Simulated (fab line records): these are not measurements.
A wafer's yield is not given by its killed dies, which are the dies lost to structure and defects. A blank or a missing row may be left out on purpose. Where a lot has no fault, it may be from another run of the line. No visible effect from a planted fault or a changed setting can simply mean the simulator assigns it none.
The tool behind it: which one? | flow nand harc | 12 lots, 36 wafers sampled, at 6 steps of a route of 1159

== WHAT THE GAUGES SHOWED, per wafer ==
NHARC_P_GATE_OVL_MEAS_27.
lot  | measured     | on         | overlay x nm (nm) | overlay y nm (nm)
L675 | day 5 00:02  | overlay-01 | -0.2 0.2 0.0      | 0.0 -0.1 -0.7
L678 | day 5 12:46  | overlay-01 | -0.2 0.1 0.2      | -1.5 -0.6 -1.3
L677 | day 5 13:25  | overlay-01 | 0.4 0.2 0.5       | 0.1 -0.2 0.0
L680 | day 6 05:55  | overlay-01 | 0.3 0.0 -0.1      | 0.3 -0.7 -0.3
L682 | day 6 16:31  | overlay-02 | 0.9 0.3 -0.4      | -0.9 -1.3 -1.2
L692 | day 8 23:29  | overlay-02 | 0.7 0.2 0.0       | 0.6 0.4 0.6
L691 | day 8 23:38  | overlay-02 | -0.4 -0.4 0.0     | 0.1 0.8 0.2
L693 | day 9 09:07  | overlay-01 | -0.7 -0.9 -1.2    | -2.1 -2.2 -2.1
L694 | day 9 09:16  | overlay-02 | 0.8 0.8 0.2       | 1.2 1.0 1.3
L695 | day 10 01:21 | overlay-02 | -0.2 -0.5 -0.4    | -0.7 -1.8 -1.5
L696 | day 10 01:55 | overlay-02 | -0.7 -0.4 -0.6    | 0.2 -0.1 -0.4
L697 | day 10 15:37 | overlay-02 | 0.6 0.3 1.0       | 0.0 0.1 -0.2

NHARC_P_GATE_CD_MEAS_46 targets a cd of 720 nm.
lot  | measured     | on        | cd nm (nm)
L675 | day 5 12:06  | cd sem-01 | 717.6 717.7 718.4
L678 | day 6 00:50  | cd sem-03 | 722.5 721.4 723.2
L677 | day 6 01:23  | cd sem-03 | 722.2 722.1 722.1
L680 | day 6 17:50  | cd sem-01 | 720.7 721.8 722.3
L682 | day 7 04:26  | cd sem-01 | 657.7 657.9 657.5 658.0 658.1 657.9
L692 | day 9 11:52  | cd sem-03 | 721.7 721.7 718.7
L691 | day 9 11:40  | cd sem-02 | 723.2 719.1 720.6
L693 | day 9 21:23  | cd sem-03 | 721.8 722.1 720.7
L694 | day 9 21:14  | cd sem-01 | 717.9 720.9 719.5
L695 | day 10 13:14 | cd sem-02 | 720.1 720.4 721.4
L696 | day 10 14:00 | cd sem-03 | 717.3 721.0 719.2
L697 | day 11 04:43 | cd sem-03 | 720.1 718.7 717.4

NHARC_P_GATE_CD_MEAS_59 targets a cd of 720 nm.
lot  | measured     | on        | cd nm (nm)
L675 | day 5 13:46  | cd sem-02 | 719.5 718.5 718.7
L678 | day 6 02:29  | cd sem-03 | 720.4 719.8 717.9
L677 | day 6 03:13  | cd sem-03 | 718.1 717.2 718.6
L680 | day 6 19:28  | cd sem-03 | 722.3 719.9 721.1
L682 | day 7 09:21  | cd sem-02 | 722.0 720.6 720.3
L692 | day 9 13:50  | cd sem-01 | 720.0 721.6 718.8
L691 | day 9 13:25  | cd sem-01 | 723.2 720.6 723.5
L693 | day 9 23:15  | cd sem-01 | 722.2 721.6 722.7
L694 | day 9 22:53  | cd sem-01 | 718.4 719.2 720.7
L695 | day 10 14:59 | cd sem-01 | 718.0 722.0 719.2
L696 | day 10 15:45 | cd sem-01 | 721.1 718.3 721.0
L697 | day 11 06:29 | cd sem-02 | 721.4 720.1 718.5

NHARC_END_SORT_01.
lot  | measured     | on        | killed at array | killed at other | killed at periphery | killed dies | killed open | killed short
L682 | day 21 03:17 | prober-01 | 29 38           | 0 0             | 7 9                 | 36 47       | 1 6         | 5 5

== WHAT TOOL EACH LOT RAN ON (gives the tool, then ch and the chambers of the sampled wafers, and finally the start) ==
lot  | NHARC_P_GATE_ETCH_104              | NHARC_P_GATE_EXPOSE_43
L675 | rie diel-04 ch 0,1,2, day 5 00:13  | krf scanner-01 ch 0, day 5 11:56
L678 | rie diel-01 ch 1,2, day 5 12:56    | krf scanner-04 ch 0, day 6 00:40
L677 | rie diel-04 ch 0,1,3, day 5 13:37  | krf scanner-01 ch 0, day 6 01:14
L680 | rie diel-13 ch 0,1,2, day 6 06:08  | krf scanner-03 ch 0, day 6 17:41
L682 | rie diel-01 ch 0,1,3, day 6 16:42  | krf scanner-01 ch 0, day 7 04:17
L692 | rie diel-01 ch 0,1,2, day 8 23:40  | krf scanner-01 ch 0, day 9 11:42
L691 | rie diel-01 ch 1,2, day 8 23:52    | krf scanner-03 ch 0, day 9 11:31
L693 | rie diel-01 ch 0,1,3, day 9 09:34  | krf scanner-01 ch 0, day 9 21:14
L694 | rie diel-13 ch 0,2,3, day 9 09:34  | krf scanner-03 ch 0, day 9 21:05
L695 | rie diel-01 ch 0,1,2, day 10 01:32 | krf scanner-04 ch 0, day 10 13:05
L696 | rie diel-01 ch 0,1,3, day 10 02:06 | krf scanner-01 ch 0, day 10 13:50
L697 | rie diel-13 ch 0,2,3, day 10 15:48 | krf scanner-01 ch 0, day 11 04:34
- NHARC_P_GATE_ETCH_104: etches the open film in CF4/CHF3, target depth 60 nm.
- NHARC_P_GATE_EXPOSE_43: exposes mask P NSD, target cd 720 nm.

== AS READ BY THE TOOLS THEMSELVES (means over the sampled wafers that have a number; for cases with no such wafer, the mark the record gives instead) ==
NHARC_P_GATE_ETCH_104.
lot  | tool        | cf4 flow sccm (sccm) | drypump motor current A (A) | oes product au (a.u.) | rf vpp V (V) | showerhead plenum p Torr (Torr) | throttle valve pct (%)
L675 | rie diel-04 | 99.95                | 6.2                         | 0.975                 | 369.1        | 1.52                            | 16.800
L678 | rie diel-01 | 99.65                | 5.2                         | 0.922                 | 368.8        | 1.51                            | 16.796
L677 | rie diel-04 | 99.88                | 6.2                         | 0.928                 | 368.7        | 1.53                            | 16.803
L680 | rie diel-13 | 99.94                | 5.8                         | 0.949                 | 369.5        | 1.54                            | 16.806
L682 | rie diel-01 | 100.03               | 5.3                         | 0.950                 | 370.4        | 1.56                            | 16.805
L692 | rie diel-01 | 99.91                | 5.1                         | 0.927                 | 369.6        | 1.55                            | 16.798
L691 | rie diel-01 | 100.24               | 5.2                         | 0.962                 | 368.4        | 1.51                            | 16.808
L693 | rie diel-01 | 100.09               | 5.3                         | 0.952                 | 369.6        | 1.55                            | 16.812
L694 | rie diel-13 | 100.04               | 5.5                         | 0.938                 | 371.2        | 1.58                            | 16.806
L695 | rie diel-01 | 100.03               | 5.1                         | 0.971                 | 369.7        | 1.55                            | 16.803
L696 | rie diel-01 | 100.10               | 5.2                         | 0.951                 | 369.9        | 1.55                            | 16.797
L697 | rie diel-13 | 99.65                | 5.5                         | 0.964                 | 370.7        | 1.58                            | 16.806

== THE ANSWER, worked out from the rows above alone ==
Rule: usual is defined by the lots themselves. Put in order of their means at a reading, lots are off if they are a third of the lots or fewer, leave a main group of 4 or more, and stand apart from it by a gap of 3 or more times the standard deviation of the main group's means; of several such gaps the widest counts. A main group whose means are all the same, to the digits that the tables above print for the reading, isn't used. A lot without any number at a reading at which 4 lots or more have one is off too. Any other lot the step has rows for is counted as sound. The gauges are gone through in route order, then the tools' own readings, and for those a lot's mean is taken as printed above. At the first step where some lot is off, the reading lying furthest off is the one used; lots without a number count as furthest.
Off, at NHARC_P_GATE_CD_MEAS_46 on cd nm: L682. The main group has a mean of 720.5 nm with a standard deviation of 1.4.
A tool fits if, at a process step before that reading, it ran every lot that is off, and no sound lot after the first of them. The gauges at NHARC_P_GATE_CD_MEAS_46 are tried like those tools. None of those tried fits.

== WHAT HAD BEEN PUT IN BY THE SIMULATOR ==
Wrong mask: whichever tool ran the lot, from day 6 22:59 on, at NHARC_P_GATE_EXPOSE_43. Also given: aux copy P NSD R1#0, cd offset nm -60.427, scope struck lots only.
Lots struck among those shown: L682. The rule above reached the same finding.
